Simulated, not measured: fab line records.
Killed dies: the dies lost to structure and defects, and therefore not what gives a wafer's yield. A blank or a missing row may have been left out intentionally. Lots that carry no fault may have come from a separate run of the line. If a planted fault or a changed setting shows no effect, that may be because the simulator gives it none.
Split-lot study + flow n5_finfet + on a route of 1938 steps: 7 lots, 21 wafers read

## ABOUT THE SPLIT
At N5_BEOL_M5_ETCH_72 (etches underlayer in N2/H2, target depth 6.5 nm, time 5.2 s), the setting bias_w was moved away from the recipe's 150 W on 8 of the 21 wafers read, by -15.3% to +17.8%. All remaining wafers had this setting at the recipe value.

The reading is taken at the split's own step.

## THE READING
rf_vpp_V, in V, at N5_BEOL_M5_ETCH_72 (etches underlayer in N2/H2, target depth 6.5 nm, time 5.2 s). Fault-free wafers of this fab line usually give 523 V, standard deviation 3.4 V.

| wafer  | tool, chamber at the split | bias_w as run, W | against the recipe | rf_vpp_V, V | against lot-mates on the recipe |
|--------|----------------------------|------------------|--------------------|-------------|---------------------------------|
| L075.1 | rie_diel-02, 0             | 150              | recipe             | 516         | -                               |
| L075.2 | rie_diel-02, 2             | 150              | recipe             | 523         | -                               |
| L075.5 | rie_diel-02, 2             | 136.4            | -9.1%              | 491         | -28                             |
| L082.1 | rie_diel-02, 3             | 150              | recipe             | 526         | -                               |
| L082.2 | rie_diel-02, 1             | 150              | recipe             | 525         | -                               |
| L082.4 | rie_diel-02, 0             | 150              | recipe             | 519         | -                               |
| L087.3 | rie_diel-06, 3             | 162.8            | +8.5%              | 555         | +35                             |
| L087.5 | rie_diel-06, 0             | 150              | recipe             | 520         | -                               |
| L087.6 | rie_diel-06, 3             | 162.8            | +8.5%              | 552         | +32                             |
| L090.4 | rie_diel-02, 0             | 150              | recipe             | 516         | -                               |
| L090.5 | rie_diel-02, 3             | 127              | -15.3%             | 470         | -46                             |
| L090.6 | rie_diel-02, 0             | 127              | -15.3%             | 466         | -50                             |
| L091.3 | rie_diel-06, 3             | 167              | +11.3%             | 561         | +34                             |
| L091.4 | rie_diel-06, 0             | 167              | +11.3%             | 557         | +30                             |
| L091.5 | rie_diel-06, 1             | 150              | recipe             | 527         | -                               |
| L092.1 | rie_diel-02, 2             | 150              | recipe             | 520         | -                               |
| L092.4 | rie_diel-02, 0             | 150              | recipe             | 519         | -                               |
| L092.5 | rie_diel-02, 1             | 150              | recipe             | 522         | -                               |
| L097.3 | rie_diel-03, 0             | 150              | recipe             | 527         | -                               |
| L097.4 | rie_diel-03, 3             | 150              | recipe             | 528         | -                               |
| L097.5 | rie_diel-03, 3             | 176.7            | +17.8%             | 587         | +60                             |

FIT RESULTS
A straight line over all 21 wafers: rf_vpp_V changes by +3.51 V for each +1% of bias_w; r = +0.99; the points scatter about the line by 3.7 V.
The same after taking each lot's own level away (the mean of its wafers on the recipe; 21 wafers): +3.21 V for each +1%; r = +0.99; scatter 3.2 V.
Per that fit: largest bias_w move, reading shift of 57 V.
From 516.0 to 527.5 V: that is the span of the lots' own levels, equal to 3.4 times the standard deviation above.
The two slopes agree, so the slope changes little with the lot-to-lot level.
Check: for one of the wafers moved furthest among these (+17.8%), held out of the fit, the line's prediction against its lot-mates is +56.8 V. It came out at +59.5 V against them.
Tool readings at the split's step, against how far the setting was moved: etch_rf_on_time_s r = -0.90; rf_vpp_V r = +0.99.

## OTHER SPLITS APPLIED TO THESE WAFERS
Note: prior to the reading, these wafers also went through further splits. Each is held against what the fit with the lots' levels taken away leaves over:
| other split on the same wafers    | wafers away from the commonest value | r with rf_vpp_V (lot level and that fit taken away) |
|-----------------------------------|--------------------------------------|-----------------------------------------------------|
| N5_BEOL_M0_CUTY_EXPOSE_54 dose_mj | 7                                    | +0.10                                               |
| N5_BEOL_M0_ETCH_138 source_w      | 6                                    | +0.11                                               |
| N5_BEOL_M1_ETCH_64 source_w       | 7                                    | -0.26                                               |
| N5_BEOL_M3_VIA_ETCH_34 time_s     | 6                                    | -0.20                                               |
| N5_BEOL_M3_ETCH_41 target_depth_a | 7                                    | +0.38                                               |

## THE WHOLE CHAIN: every reading that the file lists as answering this split, in the file's order
| step               | what it does                                                | reading           | change (the file's fit)              | r (the file's) |
|--------------------|-------------------------------------------------------------|-------------------|--------------------------------------|----------------|
| N5_BEOL_M5_ETCH_72 | etches underlayer in N2/H2, target depth 6.5 nm, time 5.2 s | etch_rf_on_time_s | withheld for each +1% of the setting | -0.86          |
| N5_BEOL_M5_ETCH_72 | etches underlayer in N2/H2, target depth 6.5 nm, time 5.2 s | rf_vpp_V          | +3.24 V for each +1% of the setting  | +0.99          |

## FILE'S OWN FIT
rf_vpp_V changes by +3.24 V for each +1% of bias_w, r = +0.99.
